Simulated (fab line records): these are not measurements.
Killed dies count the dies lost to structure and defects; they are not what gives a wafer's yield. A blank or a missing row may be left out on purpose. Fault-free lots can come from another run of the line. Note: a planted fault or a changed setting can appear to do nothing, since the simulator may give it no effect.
Which tool is to blame? || flow n5-finfet || 24 lots, 72 wafers sampled, at 3 steps of a route of 1938

WHAT THE GAUGES READ, wafer by wafer
N5_BEOL_M12_CD_MEAS_17: target cd 140 nm. Usual: 141.0 nm for cd-nm, sd 1.8.
{"lot": "L074", "measured": "day 11 08:25", "on": "cd-sem-01", "cd-nm (nm)": "141.2 141.2 143.6", "flag": ""}
{"lot": "L075", "measured": "day 11 08:46", "on": "cd-sem-02", "cd-nm (nm)": "139.0 139.6 139.4", "flag": ""}
{"lot": "L077", "measured": "day 11 09:02", "on": "cd-sem-01", "cd-nm (nm)": "141.3 143.6 140.1", "flag": ""}
{"lot": "L076", "measured": "day 11 10:32", "on": "cd-sem-02", "cd-nm (nm)": "141.6 139.6 139.9", "flag": ""}
{"lot": "L079", "measured": "day 12 01:38", "on": "cd-sem-03", "cd-nm (nm)": "140.5 140.3 141.4", "flag": ""}
{"lot": "L080", "measured": "day 12 02:57", "on": "cd-sem-02", "cd-nm (nm)": "140.9 136.2 140.4", "flag": ""}
{"lot": "L078", "measured": "day 12 03:20", "on": "cd-sem-01", "cd-nm (nm)": "139.9 139.5 141.0", "flag": ""}
{"lot": "L081", "measured": "day 12 09:08", "on": "cd-sem-02", "cd-nm (nm)": "142.9 145.6 142.3", "flag": ""}
{"lot": "L082", "measured": "day 12 20:47", "on": "cd-sem-02", "cd-nm (nm)": "139.4 137.7 138.7", "flag": ""}
{"lot": "L083", "measured": "day 12 22:37", "on": "cd-sem-02", "cd-nm (nm)": "142.7 141.4 142.5", "flag": ""}
{"lot": "L084", "measured": "day 13 06:53", "on": "cd-sem-02", "cd-nm (nm)": "143.5 140.8 141.2", "flag": ""}
{"lot": "L086", "measured": "day 13 09:21", "on": "cd-sem-02", "cd-nm (nm)": "138.0 139.1 142.3", "flag": ""}
{"lot": "L085", "measured": "day 13 16:15", "on": "cd-sem-03", "cd-nm (nm)": "141.1 143.1 142.2", "flag": ""}
{"lot": "L087", "measured": "day 14 08:34", "on": "cd-sem-01", "cd-nm (nm)": "144.3 140.3 143.3", "flag": ""}
{"lot": "L090", "measured": "day 14 15:39", "on": "cd-sem-03", "cd-nm (nm)": "140.3 143.4 144.9", "flag": ""}
{"lot": "L088", "measured": "day 14 15:52", "on": "cd-sem-01", "cd-nm (nm)": "142.3 139.0 139.4", "flag": ""}
{"lot": "L092", "measured": "day 14 23:52", "on": "cd-sem-02", "cd-nm (nm)": "143.1 141.1 141.5", "flag": ""}
{"lot": "L089", "measured": "day 15 08:22", "on": "cd-sem-02", "cd-nm (nm)": "139.8 141.5 138.9", "flag": ""}
{"lot": "L091", "measured": "day 15 09:58", "on": "cd-sem-03", "cd-nm (nm)": "143.2 143.7 142.8", "flag": ""}
{"lot": "L093", "measured": "day 15 15:23", "on": "cd-sem-02", "cd-nm (nm)": "139.9 142.5 141.5", "flag": ""}
{"lot": "L094", "measured": "day 16 05:35", "on": "cd-sem-03", "cd-nm (nm)": "141.6 140.0 141.3", "flag": ""}
{"lot": "L095", "measured": "day 16 06:53", "on": "cd-sem-01", "cd-nm (nm)": "143.5 140.0 142.1", "flag": ""}
{"lot": "L096", "measured": "day 16 15:52", "on": "cd-sem-02", "cd-nm (nm)": "138.1 139.3 139.8", "flag": ""}
{"lot": "L097", "measured": "day 17 00:25", "on": "cd-sem-03", "cd-nm (nm)": "141.2 140.4 141.5", "flag": ""}

N5_BEOL_M12_CD_MEAS_28: target cd 160.2 nm. Usual: 161.4 nm for cd-nm, sd 1.4.
{"lot": "L074", "measured": "day 11 08:45", "on": "cd-sem-03", "cd-nm (nm)": "161.3 163.2 164.1", "flag": ""}
{"lot": "L075", "measured": "day 11 09:06", "on": "cd-sem-02", "cd-nm (nm)": "161.5 160.7 160.9", "flag": ""}
{"lot": "L077", "measured": "day 11 09:22", "on": "cd-sem-03", "cd-nm (nm)": "160.2 160.0 160.7", "flag": ""}
{"lot": "L076", "measured": "day 11 10:52", "on": "cd-sem-01", "cd-nm (nm)": "162.1 161.3 161.6", "flag": ""}
{"lot": "L079", "measured": "day 12 02:05", "on": "cd-sem-02", "cd-nm (nm)": "161.7 160.6 162.1", "flag": ""}
{"lot": "L080", "measured": "day 12 03:24", "on": "cd-sem-03", "cd-nm (nm)": "161.1 162.6 162.3", "flag": ""}
{"lot": "L078", "measured": "day 12 03:47", "on": "cd-sem-03", "cd-nm (nm)": "160.9 159.7 159.7", "flag": ""}
{"lot": "L081", "measured": "day 12 09:35", "on": "cd-sem-02", "cd-nm (nm)": "162.2 160.9 160.3", "flag": ""}
{"lot": "L082", "measured": "day 12 21:08", "on": "cd-sem-02", "cd-nm (nm)": "160.9 160.2 162.6", "flag": ""}
{"lot": "L083", "measured": "day 12 22:56", "on": "cd-sem-02", "cd-nm (nm)": "161.7 161.1 162.9", "flag": ""}
{"lot": "L084", "measured": "day 13 07:13", "on": "cd-sem-02", "cd-nm (nm)": "161.1 160.4 160.3", "flag": ""}
{"lot": "L086", "measured": "day 13 09:48", "on": "cd-sem-02", "cd-nm (nm)": "161.0 162.0 161.2", "flag": ""}
{"lot": "L085", "measured": "day 13 16:35", "on": "cd-sem-01", "cd-nm (nm)": "163.3 162.5 161.8", "flag": ""}
{"lot": "L087", "measured": "day 14 09:01", "on": "cd-sem-03", "cd-nm (nm)": "163.7 160.8 160.7", "flag": ""}
{"lot": "L090", "measured": "day 14 15:59", "on": "cd-sem-02", "cd-nm (nm)": "161.7 162.2 162.5", "flag": ""}
{"lot": "L088", "measured": "day 14 16:19", "on": "cd-sem-02", "cd-nm (nm)": "161.6 160.8 159.6", "flag": ""}
{"lot": "L092", "measured": "day 15 00:12", "on": "cd-sem-03", "cd-nm (nm)": "159.4 160.5 159.7", "flag": ""}
{"lot": "L089", "measured": "day 15 08:41", "on": "cd-sem-01", "cd-nm (nm)": "158.1 158.0 161.6", "flag": ""}
{"lot": "L091", "measured": "day 15 10:18", "on": "cd-sem-01", "cd-nm (nm)": "159.5 161.2 161.2", "flag": ""}
{"lot": "L093", "measured": "day 15 15:43", "on": "cd-sem-02", "cd-nm (nm)": "158.6 161.1 160.6", "flag": ""}
{"lot": "L094", "measured": "day 16 06:02", "on": "cd-sem-02", "cd-nm (nm)": "161.7 162.4 160.8", "flag": ""}
{"lot": "L095", "measured": "day 16 07:13", "on": "cd-sem-01", "cd-nm (nm)": "164.8 162.0 164.3", "flag": ""}
{"lot": "L096", "measured": "day 16 16:11", "on": "cd-sem-01", "cd-nm (nm)": "161.3 162.7 160.8", "flag": ""}
{"lot": "L097", "measured": "day 17 00:52", "on": "cd-sem-01", "cd-nm (nm)": "160.4 162.8 161.6", "flag": ""}

TOOL THAT RAN EACH LOT (tool first, then ch and the chambers of the sampled wafers, then the start)
{"lot": "L074", "N5_BEOL_M11_DEP_56": "pecvd-01 ch 0,1,2, day 11 06:56"}
{"lot": "L075", "N5_BEOL_M11_DEP_56": "pecvd-02 ch 0,1, day 11 07:09"}
{"lot": "L077", "N5_BEOL_M11_DEP_56": "pecvd-02 ch 1,2, day 11 07:23"}
{"lot": "L076", "N5_BEOL_M11_DEP_56": "pecvd-02 ch 0,1, day 11 09:23"}
{"lot": "L079", "N5_BEOL_M11_DEP_56": "pecvd-01 ch 0,1,2, day 12 00:16"}
{"lot": "L080", "N5_BEOL_M11_DEP_56": "pecvd-04 ch 0,1, day 12 01:49"}
{"lot": "L078", "N5_BEOL_M11_DEP_56": "pecvd-02 ch 0,1, day 12 02:02"}
{"lot": "L081", "N5_BEOL_M11_DEP_56": "pecvd-04 ch 0,1, day 12 07:52"}
{"lot": "L082", "N5_BEOL_M11_DEP_56": "pecvd-04 ch 0,1,2, day 12 19:32"}
{"lot": "L083", "N5_BEOL_M11_DEP_56": "pecvd-02 ch 0,1,2, day 12 20:59"}
{"lot": "L084", "N5_BEOL_M11_DEP_56": "pecvd-01 ch 0,1, day 13 05:44"}
{"lot": "L086", "N5_BEOL_M11_DEP_56": "pecvd-04 ch 0,2, day 13 08:05"}
{"lot": "L085", "N5_BEOL_M11_DEP_56": "pecvd-04 ch 0,2, day 13 15:02"}
{"lot": "L087", "N5_BEOL_M11_DEP_56": "pecvd-02 ch 0,1, day 14 06:55"}
{"lot": "L090", "N5_BEOL_M11_DEP_56": "pecvd-02 ch 1,2, day 14 14:21"}
{"lot": "L088", "N5_BEOL_M11_DEP_56": "pecvd-04 ch 0,1, day 14 14:41"}
{"lot": "L092", "N5_BEOL_M11_DEP_56": "pecvd-04 ch 1,2, day 14 22:44"}
{"lot": "L089", "N5_BEOL_M11_DEP_56": "pecvd-01 ch 0,2, day 15 07:12"}
{"lot": "L091", "N5_BEOL_M11_DEP_56": "pecvd-04 ch 0,2, day 15 08:49"}
{"lot": "L093", "N5_BEOL_M11_DEP_56": "pecvd-02 ch 0,1,2, day 15 14:16"}
{"lot": "L094", "N5_BEOL_M11_DEP_56": "pecvd-01 ch 1,2, day 16 04:26"}
{"lot": "L095", "N5_BEOL_M11_DEP_56": "pecvd-01 ch 0,1, day 16 05:40"}
{"lot": "L096", "N5_BEOL_M11_DEP_56": "pecvd-01 ch 0,1,2, day 16 14:43"}
{"lot": "L097", "N5_BEOL_M11_DEP_56": "pecvd-02 ch 0,1, day 16 23:01"}
- N5_BEOL_M11_DEP_56: deposits SiCN from 3MS/NH3, target thk 30 nm, time 10.5 s.

WHAT THE TOOLS THEMSELVES READ (means of the sampled wafers that have a number; where no wafer has one, the mark that the record gives instead)
N5_BEOL_M11_DEP_56. Usual: showerhead-plenum-p-Torr 4.153 Torr, standard deviation 0.021; throttle-valve-pct 17.9 %, standard deviation 1.
{"lot": "L074", "tool": "pecvd-01", "showerhead-plenum-p-Torr (Torr)": 4.132, "throttle-valve-pct (%)": 18.1, "flag": ""}
{"lot": "L075", "tool": "pecvd-02", "showerhead-plenum-p-Torr (Torr)": 4.175, "throttle-valve-pct (%)": 18.8, "flag": ""}
{"lot": "L077", "tool": "pecvd-02", "showerhead-plenum-p-Torr (Torr)": 4.162, "throttle-valve-pct (%)": 17.0, "flag": ""}
{"lot": "L076", "tool": "pecvd-02", "showerhead-plenum-p-Torr (Torr)": 4.178, "throttle-valve-pct (%)": 18.7, "flag": ""}
{"lot": "L079", "tool": "pecvd-01", "showerhead-plenum-p-Torr (Torr)": 4.130, "throttle-valve-pct (%)": 17.8, "flag": ""}
{"lot": "L080", "tool": "pecvd-04", "showerhead-plenum-p-Torr (Torr)": 4.149, "throttle-valve-pct (%)": 18.5, "flag": ""}
{"lot": "L078", "tool": "pecvd-02", "showerhead-plenum-p-Torr (Torr)": 4.178, "throttle-valve-pct (%)": 18.8, "flag": ""}
{"lot": "L081", "tool": "pecvd-04", "showerhead-plenum-p-Torr (Torr)": 4.156, "throttle-valve-pct (%)": 17.6, "flag": ""}
{"lot": "L082", "tool": "pecvd-04", "showerhead-plenum-p-Torr (Torr)": 4.157, "throttle-valve-pct (%)": 17.9, "flag": ""}
{"lot": "L083", "tool": "pecvd-02", "showerhead-plenum-p-Torr (Torr)": 4.176, "throttle-valve-pct (%)": 17.8, "flag": ""}
{"lot": "L084", "tool": "pecvd-01", "showerhead-plenum-p-Torr (Torr)": 4.123, "throttle-valve-pct (%)": 18.1, "flag": ""}
{"lot": "L086", "tool": "pecvd-04", "showerhead-plenum-p-Torr (Torr)": 4.157, "throttle-valve-pct (%)": 18.2, "flag": ""}
{"lot": "L085", "tool": "pecvd-04", "showerhead-plenum-p-Torr (Torr)": 4.158, "throttle-valve-pct (%)": 18.8, "flag": ""}
{"lot": "L087", "tool": "pecvd-02", "showerhead-plenum-p-Torr (Torr)": 4.183, "throttle-valve-pct (%)": 18.7, "flag": ""}
{"lot": "L090", "tool": "pecvd-02", "showerhead-plenum-p-Torr (Torr)": 4.159, "throttle-valve-pct (%)": 16.7, "flag": ""}
{"lot": "L088", "tool": "pecvd-04", "showerhead-plenum-p-Torr (Torr)": 4.150, "throttle-valve-pct (%)": 17.7, "flag": ""}
{"lot": "L092", "tool": "pecvd-04", "showerhead-plenum-p-Torr (Torr)": 4.157, "throttle-valve-pct (%)": 17.0, "flag": ""}
{"lot": "L089", "tool": "pecvd-01", "showerhead-plenum-p-Torr (Torr)": 4.140, "throttle-valve-pct (%)": 17.7, "flag": ""}
{"lot": "L091", "tool": "pecvd-04", "showerhead-plenum-p-Torr (Torr)": 4.157, "throttle-valve-pct (%)": 18.2, "flag": ""}
{"lot": "L093", "tool": "pecvd-02", "showerhead-plenum-p-Torr (Torr)": 4.166, "throttle-valve-pct (%)": 17.8, "flag": ""}
{"lot": "L094", "tool": "pecvd-01", "showerhead-plenum-p-Torr (Torr)": 4.148, "throttle-valve-pct (%)": 17.7, "flag": ""}
{"lot": "L095", "tool": "pecvd-01", "showerhead-plenum-p-Torr (Torr)": 4.123, "throttle-valve-pct (%)": 18.1, "flag": ""}
{"lot": "L096", "tool": "pecvd-01", "showerhead-plenum-p-Torr (Torr)": 4.134, "throttle-valve-pct (%)": 18.0, "flag": ""}
{"lot": "L097", "tool": "pecvd-02", "showerhead-plenum-p-Torr (Torr)": 4.176, "throttle-valve-pct (%)": 18.7, "flag": ""}

THE ANSWER, worked out from the rows above alone
Rule: a lot counts as off when the mean over its wafers that have a number is more than 3 standard deviations away from the usual mean. Also off: a lot with no number at a reading for which 4 or more lots have one. The other lots that the step has rows for count as sound. Order of review: gauges by route order, followed by the tools' own readings, for which a lot's mean as printed above is used. The first step at which some lot is off is used, and at that step the reading that is off furthest; a lot without a number counts as furthest.
No lot is off on any of the readings shown, so nothing can be concluded from this.

WHAT HAD BEEN PUT IN BY THE SIMULATOR
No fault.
